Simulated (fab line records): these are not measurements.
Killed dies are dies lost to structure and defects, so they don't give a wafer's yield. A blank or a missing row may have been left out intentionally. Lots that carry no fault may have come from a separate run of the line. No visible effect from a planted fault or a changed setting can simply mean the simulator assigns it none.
What tool caused it? | flow n5_finfet | 11 lots, 29 wafers sampled, at 2 steps of a route of 1938

== WHAT EACH GAUGE READ, for each wafer ==
N5_MIM_BOT_LITHO_INSPECT_12: inspects for defects (macro).
lot  | measured     | on                | raw_defect_count
L944 | day 11 22:44 | defect_inspect-01 | 3 3 1
L945 | day 12 09:34 | defect_inspect-02 | 2 2
L943 | day 12 10:03 | defect_inspect-01 | 4 2
L946 | day 13 03:13 | defect_inspect-01 | 1 2 3
L948 | day 13 07:27 | defect_inspect-02 | 2 1 1
L952 | day 14 23:37 | defect_inspect-01 | 3 1 6
L956 | day 15 05:35 | defect_inspect-01 | 6 2 3
L960 | day 16 05:02 | defect_inspect-02 | 1 1 0
L964 | day 17 10:13 | defect_inspect-01 | 0 4
L966 | day 17 23:37 | defect_inspect-02 | 6 3 3
L965 | day 17 23:40 | defect_inspect-01 | 1 5

== WHAT TOOL EACH LOT RAN ON (gives the tool, then ch and the chambers of the sampled wafers, and finally the start) ==
lot  | N5_MIM_BOT_DEGAS_01
L944 | pvd_sputter-03, day 11 19:22
L945 | pvd_sputter-02, day 12 06:09
L943 | pvd_sputter-01, day 12 07:34
L946 | pvd_sputter-02, day 13 00:43
L948 | pvd_sputter-02, day 13 04:43
L952 | pvd_sputter-01, day 14 20:20
L956 | pvd_sputter-01, day 15 00:32
L960 | pvd_sputter-03, day 16 01:31
L964 | pvd_sputter-01, day 17 08:23
L966 | pvd_sputter-03, day 17 17:31
L965 | pvd_sputter-03, day 17 17:40
- N5_MIM_BOT_DEGAS_01: time 60 s.

== THE ANSWER, worked out from the rows above alone ==
Rule: the lots themselves supply what counts as usual. The widest of any qualifying gaps counts: lots, ordered by their means at a reading, are off when they make up no more than a third of the lots, leave a main group of 4 or more, and stand apart from it by 3 or more times the standard deviation of that group's means. Not used: any main group whose means are identical at the precision the tables above print for the reading. Also off: a lot with no number at a reading for which 4 or more lots have one. Where the step has rows for the other lots, those lots are counted as sound.
Across all readings shown, no lot is off: no conclusion can be drawn from this.

== WHAT THE SIMULATOR HAD INSERTED ==
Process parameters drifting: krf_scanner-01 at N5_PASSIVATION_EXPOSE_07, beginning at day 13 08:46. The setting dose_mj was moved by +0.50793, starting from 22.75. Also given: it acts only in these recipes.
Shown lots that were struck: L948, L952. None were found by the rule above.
